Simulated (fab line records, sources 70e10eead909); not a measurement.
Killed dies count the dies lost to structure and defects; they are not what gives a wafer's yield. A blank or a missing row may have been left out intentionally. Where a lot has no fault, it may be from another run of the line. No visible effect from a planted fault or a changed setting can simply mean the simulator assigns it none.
fab line records ; flow nand-harc
[record] lots = 13; wafers = 39; last-day = 33
route steps=1302 shown P_ZERO_WELL@19 P_STI@83
lots with no fault: from the same line, run without faults
start-h: the number of hours between the record's first day and the start of the first shown wafer of the lot ; wait-h: time in hours since the lot's previous step ; " unchanged from the row above ; L1.1+2: a row that stands for several wafers ; - no value, or no start given ; * or withheld: withheld ; < > ~ a bound
route shown NAME@n: names a module that has steps shown in the file, with the first one's number in the route ; usual: the fault-free wafers' mean and standard deviation ; same: alike in all rows ; chamber/n: place in a boat ; sites: readings site by site ; _std_site: standard deviation across them ; _edge_site: mean of outer sites minus mean of inner sites ; radius-mm: how far each site lies from the wafer's centre ; mask NAME#n: copy n ; behind: the tool/chamber that last shaped the wafer ; hold: why the lot was held/for how many hours/how that ended ; device: names the non-switching transistor (n, p or np) ; end of line: the tests these same wafers got at the end of their route ; a step without rows: its recipe alone ; killed: at the first sort, the dies lost to defects and structure; wafer yield is something else ; map: a wafer's dies, marking killed ones x, the rest . and places with no die _
set.NAME: the setting that was run; set.NAME@STEP: the one run at that earlier step ; model.NAME: the simulator's own value behind a step, which no gauge read
steps of the route over a sample of lots; a table a step, a row a wafer
services: when a tool's chamber went out of use (start-h, in hours from the record's first day, below 0 if earlier), for how many hours, and the reason
[[steps]]
[step NHARC_P_ZERO_WELL_ETCH_63]
[recipe] target-depth-a = 1200; time-s = 40.1; hbr-flow-sccm = 150; cl2-flow-sccm = 50; rf-w = 400; icp-w = 400; bias-w = 100; chemistry = HBr/Cl2
[usual] drypump-motor-current-A = 5.7/0.39; oes-product-au = 0.998/0.011; throttle-valve-pct = 26.406/0.009
lot.wafer;tool;chamber;start-h;wait-h;drypump-motor-current-A;oes-product-au;rf-hours-counter-h;throttle-valve-pct
L174.4;rie-si-03;0;32.69;-;6.1;0.979;1.07;26.398
L174.6;rie-si-03;2;32.69;-;5.5;0.991;-;26.401
L174.5;rie-si-03;3;32.69;-;5.7;1.009;-;26.401
L176.1;rie-si-04;1;51.66;-;4.9;0.994;0.27;26.399
L176.4;rie-si-04;2;51.66;-;5.7;0.974;0.29;26.411
L176.5;rie-si-04;0;51.66;-;5.7;1.001;-;26.412
L177.4;rie-si-04;2;61.70;-;5.7;0.980;0.35;26.426
L177.5;rie-si-04;3;61.70;-;5.5;0.998;-;26.404
L177.6;rie-si-04;0;61.70;-;5.6;1.004;-;26.407
L178.1;rie-si-04;2;71.68;-;5.7;0.983;0.42;26.395
L178.4;rie-si-04;3;71.68;-;5.5;0.992;0.59;26.398
L178.5;rie-si-04;2;71.68;-;5.7;0.969;-;26.405
L180.3;rie-si-06;2;91.70;-;5.8;0.997;0.03;26.413
L180.2;rie-si-06;1;91.70;-;6.5;0.998;0.01;26.415
L180.6;rie-si-06;3;91.70;-;5.4;1.009;-;26.406
L187.3;rie-si-06;2;161.59;-;5.8;0.999;0.62;26.413
L187.6;rie-si-06;1;161.59;-;6.6;0.991;-;26.395
L187.5;rie-si-06;2;161.59;-;5.8;0.997;-;26.414
L188.3;rie-si-03;3;171.57;-;5.7;1.022;0.54;26.417
L188.2;rie-si-03;0;171.57;-;6.1;0.993;0.58;26.399
L188.5;rie-si-03;1;171.57;-;5.9;1.013;-;26.392
L189.1;rie-si-03;1;181.68;-;5.9;1.007;0.87;26.403
L189.2;rie-si-03;2;181.68;-;5.5;1.000;0.76;26.416
L189.5;rie-si-03;0;181.68;-;6.1;0.990;-;26.410
L190.4;rie-si-04;0;191.91;-;5.6;1.006;0.08;26.394
L190.2;rie-si-04;3;191.91;-;5.4;1.007;0.13;26.403
L190.5;rie-si-04;1;191.91;-;4.9;1.005;-;26.410
L191.2;rie-si-04;1;202.48;-;4.9;1.000;0.12;26.412
L191.1;rie-si-04;2;202.48;-;5.7;0.983;0.14;26.409
L191.3;rie-si-04;3;202.48;-;5.5;0.990;0.16;26.411
L193.4;rie-si-06;2;221.71;-;5.8;1.003;1.00;26.424
L193.3;rie-si-06;1;221.71;-;6.6;0.977;0.91;26.394
L193.5;rie-si-06;2;221.71;-;5.8;0.992;-;26.396
L194.2;rie-si-04;3;231.70;-;5.5;1.004;0.30;26.396
L194.4;rie-si-04;1;231.70;-;4.9;1.012;0.26;26.410
L194.6;rie-si-04;3;231.70;-;5.5;1.010;-;26.404
L195.4;rie-si-04;2;241.81;-;5.7;0.999;0.36;26.416
L195.2;rie-si-04;3;241.81;-;5.5;0.982;0.37;26.403
L195.6;rie-si-04;1;241.81;-;4.9;1.013;-;26.419
[step NHARC_P_ZERO_WELL_EXPOSE_21]
[recipe] na = 0.6; target-cd-nm = 720; dose-mj = 22.31; mask-id = P_NWELL
lot.wafer;tool;chamber;start-h;wait-h;mask
L174.4+5+6;krf-scanner-01;0;33.45;-;P_NWELL#0
L176.1+4+5;krf-scanner-02;0;52.28;-;P_NWELL#0
L177.4+5+6;krf-scanner-01;0;62.46;-;P_NWELL#0
L178.1+4+5;krf-scanner-01;0;72.33;-;P_NWELL_R1#0
L180.2+3+6;krf-scanner-04;0;92.48;-;P_NWELL#0
L187.3+5+6;krf-scanner-01;0;162.36;-;P_NWELL#0
L188.2+3+5;krf-scanner-01;0;172.19;-;P_NWELL#0
L189.1+2+5;krf-scanner-01;0;182.32;-;P_NWELL#0
L190.2+4+5;krf-scanner-01;0;192.56;-;P_NWELL#0
L191.1+2+3;krf-scanner-01;0;203.13;-;P_NWELL#0
L193.3+4+5;krf-scanner-01;0;222.49;-;P_NWELL#0
L194.2+4+6;krf-scanner-01;0;232.34;-;P_NWELL#0
L195.2+4+6;krf-scanner-04;0;242.61;-;P_NWELL#0
[step NHARC_P_ZERO_WELL_CD_MEAS_24]
[recipe] target-cd-nm = 720; landing-energy-ev = 500
[usual] cd-nm = 719.7/1.9
lot.wafer;tool;chamber;start-h;wait-h;cd-nm
L174.4;cd-sem-02;0;33.59;-;721.7
L174.5;cd-sem-02;0;33.59;-;720.4
L174.6;cd-sem-02;0;33.59;-;721.0
L176.1;cd-sem-01;0;52.44;-;719.8
L176.4;cd-sem-01;0;52.44;-;718.9
L176.5;cd-sem-01;0;52.44;-;722.9
L177.4;cd-sem-01;0;62.60;-;718.2
L177.5;cd-sem-01;0;62.60;-;722.5
L177.6;cd-sem-01;0;62.60;-;720.5
L178.1;cd-sem-02;0;72.48;-;708.3
L178.4;cd-sem-02;0;72.48;-;708.7
L178.5;cd-sem-02;0;72.48;-;710.5
L180.2;cd-sem-03;0;92.63;-;721.4
L180.3;cd-sem-03;0;92.63;-;723.9
L180.6;cd-sem-03;0;92.63;-;720.6
L187.3;cd-sem-02;0;162.51;-;719.4
L187.5;cd-sem-02;0;162.51;-;722.0
L187.6;cd-sem-02;0;162.51;-;717.6
L188.2;cd-sem-01;0;172.34;-;721.3
L188.3;cd-sem-01;0;172.34;-;718.7
L188.5;cd-sem-01;0;172.34;-;720.7
L189.1;cd-sem-02;0;182.47;-;722.9
L189.2;cd-sem-02;0;182.47;-;720.3
L189.5;cd-sem-02;0;182.47;-;717.7
L190.2;cd-sem-01;0;192.72;-;715.9
L190.4;cd-sem-01;0;192.72;-;719.9
L190.5;cd-sem-01;0;192.72;-;717.7
L191.1;cd-sem-01;0;203.29;-;719.1
L191.2;cd-sem-01;0;203.29;-;722.2
L191.3;cd-sem-01;0;203.29;-;719.7
L193.3;cd-sem-02;0;222.64;-;719.3
L193.4;cd-sem-02;0;222.64;-;722.6
L193.5;cd-sem-02;0;222.64;-;719.3
L194.2;cd-sem-02;0;232.49;-;720.2
L194.4;cd-sem-02;0;232.49;-;719.8
L194.6;cd-sem-02;0;232.49;-;722.3
L195.2;cd-sem-03;0;242.76;-;722.1
L195.4;cd-sem-03;0;242.76;-;718.6
L195.6;cd-sem-03;0;242.76;-;718.8
[step NHARC_P_ZERO_WELL_CD_MEAS_52]
[recipe] target-cd-nm = 2000; landing-energy-ev = 500
[usual] cd-nm = 2000.1/2.1
lot.wafer;tool;chamber;start-h;wait-h;cd-nm
L174.4;cd-sem-03;0;36.74;-;2000.5
L174.5;cd-sem-03;0;36.74;-;2000.7
L174.6;cd-sem-03;0;36.74;-;1998.0
L176.1;cd-sem-02;0;55.71;-;1997.3
L176.4;cd-sem-02;0;55.71;-;1999.7
L176.5;cd-sem-02;0;55.71;-;2000.1
L177.4;cd-sem-03;0;65.91;-;1999.3
L177.5;cd-sem-03;0;65.91;-;1998.3
L177.6;cd-sem-03;0;65.91;-;2003.3
L178.1;cd-sem-02;0;75.75;-;1999.3
L178.4;cd-sem-02;0;75.75;-;1999.1
L178.5;cd-sem-02;0;75.75;-;2000.7
L180.2;cd-sem-03;0;99.87;-;1998.6
L180.3;cd-sem-03;0;99.87;-;1999.6
L180.6;cd-sem-03;0;99.87;-;1999.5
L187.3;cd-sem-02;0;165.58;-;1996.0
L187.5;cd-sem-02;0;165.58;-;1998.3
L187.6;cd-sem-02;0;165.58;-;2000.6
L188.2;cd-sem-02;0;175.54;-;2002.1
L188.3;cd-sem-02;0;175.54;-;2002.6
L188.5;cd-sem-02;0;175.54;-;2002.2
L189.1;cd-sem-03;0;185.49;-;1999.3
L189.2;cd-sem-03;0;185.49;-;1999.3
L189.5;cd-sem-03;0;185.49;-;2000.6
L190.2;cd-sem-02;0;196.00;-;2002.5
L190.4;cd-sem-02;0;196.00;-;2001.0
L190.5;cd-sem-02;0;196.00;-;2001.1
L191.1;cd-sem-02;0;206.62;-;1996.5
L191.2;cd-sem-02;0;206.62;-;1999.4
L191.3;cd-sem-02;0;206.62;-;1998.1
L193.3;cd-sem-01;0;225.84;-;1997.4
L193.4;cd-sem-01;0;225.84;-;2002.6
L193.5;cd-sem-01;0;225.84;-;2000.4
L194.2;cd-sem-01;0;237.57;-;2001.3
L194.4;cd-sem-01;0;237.57;-;2002.5
L194.6;cd-sem-01;0;237.57;-;2003.3
L195.2;cd-sem-03;0;245.91;-;1998.8
L195.4;cd-sem-03;0;245.91;-;1998.4
L195.6;cd-sem-03;0;245.91;-;1999.1
[step NHARC_P_STI_CD_MEAS_09]
[recipe] target-cd-nm = 200; landing-energy-ev = 500
[usual] cd-nm = 200.4/2.3
lot.wafer;tool;chamber;start-h;wait-h;cd-nm
L174.4;cd-sem-01;0;57.78;-;200.9
L174.5;cd-sem-01;0;57.78;-;201.2
L174.6;cd-sem-01;0;57.78;-;201.9
L176.1;cd-sem-01;0;71.83;-;200.4
L176.4;cd-sem-01;0;71.83;-;201.0
L176.5;cd-sem-01;0;71.83;-;198.1
L177.4;cd-sem-01;0;85.89;-;201.1
L177.5;cd-sem-01;0;85.89;-;199.8
L177.6;cd-sem-01;0;85.89;-;197.5
L178.1;cd-sem-02;0;94.20;-;202.3
L178.4;cd-sem-02;0;94.20;-;200.4
L178.5;cd-sem-02;0;94.20;-;204.1
L180.2;cd-sem-03;0;116.28;-;199.0
L180.3;cd-sem-03;0;116.28;-;199.7
L180.6;cd-sem-03;0;116.28;-;199.8
L187.3;cd-sem-02;0;179.26;-;202.0
L187.5;cd-sem-02;0;179.26;-;203.5
L187.6;cd-sem-02;0;179.26;-;199.3
L188.2;cd-sem-01;0;192.53;-;199.3
L188.3;cd-sem-01;0;192.53;-;199.0
L188.5;cd-sem-01;0;192.53;-;200.9
L189.1;cd-sem-03;0;202.10;-;200.8
L189.2;cd-sem-03;0;202.10;-;204.9
L189.5;cd-sem-03;0;202.10;-;204.3
L190.2;cd-sem-01;0;213.11;-;197.1
L190.4;cd-sem-01;0;213.11;-;198.2
L190.5;cd-sem-01;0;213.11;-;198.1
L191.1;cd-sem-01;0;223.16;-;203.1
L191.2;cd-sem-01;0;223.16;-;203.3
L191.3;cd-sem-01;0;223.16;-;202.9
L193.3;cd-sem-03;0;243.25;-;197.9
L193.4;cd-sem-03;0;243.25;-;204.5
L193.5;cd-sem-03;0;243.25;-;203.1
L194.2;cd-sem-02;0;254.10;-;202.4
L194.4;cd-sem-02;0;254.10;-;196.6
L194.6;cd-sem-02;0;254.10;-;199.6
L195.2;cd-sem-02;0;263.19;-;202.7
L195.4;cd-sem-02;0;263.19;-;202.9
L195.6;cd-sem-02;0;263.19;-;204.6
[[services]]
tool;chamber;start-h;hours;kind
krf-scanner-04;-;10.00;4.0;pm
krf-scanner-02;-;29.65;0.1;repair
rie-si-04;-;35.60;0.2;repair
rie-si-03;-;44.00;9.0;pm
krf-scanner-02;-;45.06;1.0;repair
rie-si-06;-;72.00;9.0;pm
krf-scanner-02;-;82.10;0.1;repair
krf-scanner-02;-;84.07;1.5;repair
krf-scanner-02;-;94.00;4.0;pm
rie-si-03;1;99.93;5.1;repair
krf-scanner-04;-;133.56;2.8;repair
krf-scanner-01;-;140.00;4.0;pm
rie-si-03;0;144.66;6.4;repair
krf-scanner-01;0;163.82;-;calibration
rie-si-04;-;165.00;9.0;pm
rie-si-04;0;165.00;9.0;vent-cycle
rie-si-04;1;165.00;9.0;vent-cycle
krf-scanner-04;-;168.92;0.6;repair
rie-si-06;-;170.32;1.7;repair
rie-si-06;0;181.80;3.9;repair
krf-scanner-04;-;182.00;4.0;pm
rie-si-04;-;199.49;0.9;repair
rie-si-04;0;218.52;5.4;repair
rie-si-03;-;221.00;9.0;pm
[[key]]
[first-sign] step = NHARC_P_ZERO_WELL_EXPOSE_21; reading = mask; direction = changed
[effect] step = NHARC_P_ZERO_WELL_CD_MEAS_24; reading = cd-nm; direction = down; sigmas = 5.6; usual = 719.7; struck = 709.2
met-at NHARC_P_ZERO_WELL_EXPOSE_21
struck-lots L178
tester-left-out L178
not-acting-at NHARC_P_ZERO_WELL_ETCH_63,NHARC_P_ZERO_WELL_CD_MEAS_52,NHARC_P_STI_CD_MEAS_09
onset-between 62.46 72.33
[fault] kind = wrong-mask; tool = any; chamber = -; onset-h = 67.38; steps = NHARC_P_ZERO_WELL_EXPOSE_21; aux-copy = P_NWELL_R1#0; cd-offset-nm = -8.9214; scope = struck-lots-only
// tester-left-out: of these lots the tester's yield and bins aren't shown, on N5 and GAA mostly nor the transistor test; their killed dies are dies lost to structure and defects alone, not to doping, threshold or leakage, so they don't give the yield
